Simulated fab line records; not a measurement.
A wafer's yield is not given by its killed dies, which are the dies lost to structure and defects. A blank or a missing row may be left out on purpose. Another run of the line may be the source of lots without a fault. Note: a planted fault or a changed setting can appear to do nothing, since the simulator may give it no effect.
Split-lot trial | flow n5-finfet | 7 lots, 21 wafers read, on a route of 1938 steps

ABOUT THE SPLIT
At N5_BEOL_M5_EXPOSE_08 (exposes mask M5, target cd 28 nm), the setting dose-mj was moved away from the recipe's 35.75 on 7 of the 21 wafers read, by -5.8% to +4.4%. The other wafers ran this setting at the recipe's value.

FROM THE SPLIT TO THE READING: what the file shows between them, 2 steps
- N5_BEOL_M5_PEB_09: peb time 60 s
- N5_BEOL_M5_DEVELOP_10: develop time 30 s

THE READING
cd-nm (nm) at N5_BEOL_M5_CD_MEAS_11, where the cd target is 27.74 nm. A value of 27.99 nm with a standard deviation of 0.22 nm is what fault-free wafers of this fab line usually give.

wafer  | tool, chamber at the split | dose-mj as run | against the recipe | cd-nm, nm | against lot-mates on the recipe
L079.4 | euv-scanner-02, 0          | 35.75          | recipe             | 27.83     | -
L079.5 | euv-scanner-02, 0          | 37.16          | +3.9%              | 29.00     | +1.30
L079.6 | euv-scanner-02, 0          | 35.75          | recipe             | 27.56     | -
L078.1 | euv-scanner-02, 0          | 35.75          | recipe             | 27.91     | -
L078.2 | euv-scanner-02, 0          | 35.75          | recipe             | 27.99     | -
L078.6 | euv-scanner-02, 0          | 35.75          | recipe             | 28.08     | -
L082.2 | euv-scanner-01, 0          | 35.75          | recipe             | 28.44     | -
L082.4 | euv-scanner-01, 0          | 35.75          | recipe             | 27.79     | -
L082.6 | euv-scanner-01, 0          | 35.75          | recipe             | 28.07     | -
L088.2 | euv-scanner-02, 0          | 35.75          | recipe             | 27.71     | -
L088.5 | euv-scanner-02, 0          | 35.02          | -2.0%              | 27.62     | -0.09
L088.6 | euv-scanner-02, 0          | 35.02          | -2.0%              | 27.26     | -0.45
L090.2 | euv-scanner-01, 0          | 36.54          | +2.2%              | 28.39     | +0.63
L090.3 | euv-scanner-01, 0          | 36.54          | +2.2%              | 28.32     | +0.56
L090.6 | euv-scanner-01, 0          | 35.75          | recipe             | 27.76     | -
L092.1 | euv-scanner-02, 0          | 35.75          | recipe             | 27.98     | -
L092.5 | euv-scanner-02, 0          | 35.75          | recipe             | 27.90     | -
L092.6 | euv-scanner-02, 0          | 33.69          | -5.8%              | 26.54     | -1.40
L094.3 | euv-scanner-02, 0          | 35.75          | recipe             | 28.14     | -
L094.5 | euv-scanner-02, 0          | 37.34          | +4.4%              | 28.84     | +1.02
L094.6 | euv-scanner-02, 0          | 35.75          | recipe             | 27.50     | -

FIT RESULTS
A straight line over all 21 wafers: cd-nm changes by +0.234 nm for each +1% of dose-mj; r = +0.92; the points scatter about the line by 0.22 nm.
The same after taking each lot's own level away (the mean of its wafers on the recipe; 21 wafers): +0.247 nm for each +1%; r = +0.94; scatter 0.2 nm.
The reading moves by 1.4 nm for the largest change in dose-mj, on that fit.
Measured against the standard deviation above, the lots' own levels, which go from 27.695 to 28.100 nm, span 1.8 times it.
So the lot-to-lot level changes the slope little: the two slopes agree.
Check: -1.36 nm against its lot-mates is what the line predicts for one of the wafers moved furthest among these (-5.8%) when that wafer is left out of the fit. It came out at -1.4 nm against them.

THE OTHER SPLITS THESE WAFERS WENT THROUGH
Other splits were also applied to these wafers ahead of the reading. Each is held against what the fit with the lots' levels taken away leaves over:
other split on the same wafers | wafers away from the commonest value | r with cd-nm (lot level and that fit taken away)
N5_BEOL_M3_ETCH_64 bias-w      | 11                                   | -0.08

THE WHOLE CHAIN: every reading that the file lists as answering this split, in the file's order
step                      | what it does                                                      | reading                                                        | change (the file's fit)               | r (the file's)
N5_BEOL_M5_CD_MEAS_11     | target cd 27.74 nm                                                | cd-nm                                                          | +0.252 nm for each +1% of the setting | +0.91
N5_BEOL_M5_DESCUM_16      | chemistry O2, time 7 s                                            | BEOL_M5.cd-nm (the simulator's own value, which no gauge read) | +0.226 nm for each +1% of the setting | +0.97
N5_BEOL_M5_ETCH_72        | etches underlayer in N2/H2, target depth 6.5 nm, time 5.2 s       | BEOL_M5.cd-nm (the simulator's own value, which no gauge read) | +0.221 nm for each +1% of the setting | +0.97
N5_BEOL_M5_HM_OPEN_17     | chemistry Cl2/BCl3, target TiN, target depth 20 nm, overetch 6 nm | BEOL_M5.cd-nm (the simulator's own value, which no gauge read) | +0.204 nm for each +1% of the setting | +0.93
N5_BEOL_M5_TRENCH_ETCH_37 | etches SiCOH lowk in C4F6/O2, target depth 71.652 nm, time 24.7 s | BEOL_M5.cd-nm (the simulator's own value, which no gauge read) | +0.238 nm for each +1% of the setting | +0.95
N5_BEOL_M5_ETCH_41        | etches SiCN in CH3F/O2, target depth 31.5 nm, time 56.7 s         | BEOL_M5.cd-nm (the simulator's own value, which no gauge read) | +0.253 nm for each +1% of the setting | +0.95

THE FILE'S OWN FIT
cd-nm changes by +0.252 nm for each +1% of dose-mj, r = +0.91.
